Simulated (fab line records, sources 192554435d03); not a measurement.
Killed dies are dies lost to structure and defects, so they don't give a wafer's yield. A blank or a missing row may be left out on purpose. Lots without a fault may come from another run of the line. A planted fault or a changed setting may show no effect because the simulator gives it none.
Split-lot experiment | flow n5_finfet | 7 lots, 21 wafers read, on a route of 1938 steps

THE SPLIT
At N5_BEOL_M4_COAT_67 (time 60 s, resist thk 60 nm), the setting spin_rpm was moved away from the recipe's 1500 rpm on 6 of the 21 wafers read, by -10.0% to +10.3%. The other wafers ran this setting at the recipe's value.

FROM THE SPLIT TO THE READING: what the file shows between them, 8 steps
- N5_BEOL_M4_DESCUM_33: chemistry O2, time 7 s (also split here: time_s)
- N5_BEOL_M4_ETCH_77: etches underlayer in N2/H2, target depth 6.5 nm, time 5.2 s
- N5_BEOL_M4_ETCH_69: etches SiARC in CF4, target depth 15.6 nm, time 26 s
- N5_BEOL_M4_ALD_98: deposits SiO2, target thk 2.5 nm, pulse time 1 s, co reactant pulse time 1 s
- N5_BEOL_M4_ETCHBACK_99: etches SiO2 in CHF3, target depth 5 nm, time 10.4 s
- N5_BEOL_M4_ETCH_70: etches SOC in N2/H2, target depth 80 nm, overetch 24 nm, time 130 s
- N5_BEOL_M4_STRIP_71: strips in N2/H2
- N5_BEOL_M4_STRIP_78: strips in N2/H2

THE READING
SOC_of_BEOL_M4_COAT_67.thk_nm (the simulator's own value, which no gauge read), in nm, at N5_BEOL_M4_VIA_ETCH_34 (etches the open film in C4F6/O2, target depth 69.4 nm, time 65.9 s). The file gives no usual value for it. The 15 wafers here that ran the recipe average 51.7 nm, standard deviation 0.36 nm.

wafer  | tool, chamber at the split | spin_rpm as run, rpm | against the recipe | SOC_of_BEOL_M4_COAT_67.thk_nm, nm | against lot-mates on the recipe
L078.1 | litho_track-02, 0          | 1500                 | recipe             | 51.8                              | -
L078.2 | litho_track-02, 0          | 1500                 | recipe             | 52                                | -
L078.3 | litho_track-02, 0          | 1350                 | -10.0%             | 55.4                              | +3.5
L081.2 | litho_track-02, 0          | 1500                 | recipe             | 51.6                              | -
L081.4 | litho_track-02, 0          | 1655                 | +10.3%             | 49                                | -3.0
L081.5 | litho_track-02, 0          | 1500                 | recipe             | 52.4                              | -
L082.1 | litho_track-05, 0          | 1556                 | +3.7%              | 50                                | -1.8
L082.5 | litho_track-05, 0          | 1556                 | +3.7%              | 50.2                              | -1.6
L082.6 | litho_track-05, 0          | 1500                 | recipe             | 51.8                              | -
L087.1 | litho_track-05, 0          | 1500                 | recipe             | 51.6                              | -
L087.3 | litho_track-05, 0          | 1500                 | recipe             | 51.8                              | -
L087.4 | litho_track-05, 0          | 1500                 | recipe             | 52                                | -
L088.1 | litho_track-02, 0          | 1500                 | recipe             | 51.4                              | -
L088.6 | litho_track-02, 0          | 1500                 | recipe             | 51.4                              | -
L088.4 | litho_track-02, 0          | 1500                 | recipe             | 51.6                              | -
L090.2 | litho_track-05, 0          | 1500                 | recipe             | 52.4                              | -
L090.4 | litho_track-05, 0          | 1363                 | -9.1%              | 54.8                              | +2.4
L090.5 | litho_track-05, 0          | 1363                 | -9.1%              | 55.4                              | +3.0
L097.1 | litho_track-05, 0          | 1500                 | recipe             | 51.2                              | -
L097.6 | litho_track-05, 0          | 1500                 | recipe             | 51.2                              | -
L097.5 | litho_track-05, 0          | 1500                 | recipe             | 51.6                              | -

THE FIT
A straight line over all 21 wafers: SOC_of_BEOL_M4_COAT_67.thk_nm changes by -0.344 nm for each +1% of spin_rpm; r = -0.97; the points scatter about the line by 0.41 nm.
The same after taking each lot's own level away (the mean of its wafers on the recipe; 21 wafers): -0.32 nm for each +1%; r = -0.98; scatter 0.28 nm.
On that fit, the largest move of spin_rpm shifts the reading by 3.3 nm.
The lots' own levels span 51.33 to 52.40 nm, that is 3.0 times the standard deviation above.
So the lot-to-lot level changes the slope little: the two slopes agree.
Check: with one of the wafers moved furthest among these (+10.3%) left out of the fit, the line predicts -3.53 nm for it against its lot-mates. It came out at -3 nm against them.

OTHER SPLITS ON THESE WAFERS
These wafers also went through other splits before the reading. Each is held against what the fit with the lots' levels taken away leaves over:
other split on the same wafers | wafers away from the commonest value | r with SOC_of_BEOL_M4_COAT_67.thk_nm (lot level and that fit taken away)
N5_BEOL_M2_EXPOSE_08 dose_mj   | 6                                    | +0.15
N5_BEOL_M4_DESCUM_33 time_s    | 3                                    | -0.21

THE WHOLE CHAIN: every reading that the file lists as answering this split, in the file's order
step                   | what it does                                                        | reading                                                                        | change (the file's fit)               | r (the file's)
N5_BEOL_M4_COAT_67     | time 60 s, resist thk 60 nm                                         | SOC_of_BEOL_M4_COAT_67.thk_nm (the simulator's own value, which no gauge read) | -0.313 nm for each +1% of the setting | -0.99
N5_BEOL_M4_ETCH_70     | etches SOC in N2/H2, target depth 80 nm, overetch 24 nm, time 130 s | etch.depth_nm (the simulator's own value, which no gauge read)                 | -0.315 nm for each +1% of the setting | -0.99
N5_BEOL_M4_VIA_ETCH_34 | etches the open film in C4F6/O2, target depth 69.4 nm, time 65.9 s  | SOC_of_BEOL_M4_COAT_67.thk_nm (the simulator's own value, which no gauge read) | -0.319 nm for each +1% of the setting | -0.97

THE FILE'S OWN FIT
SOC_of_BEOL_M4_COAT_67.thk_nm changes by -0.319 nm for each +1% of spin_rpm, r = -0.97.
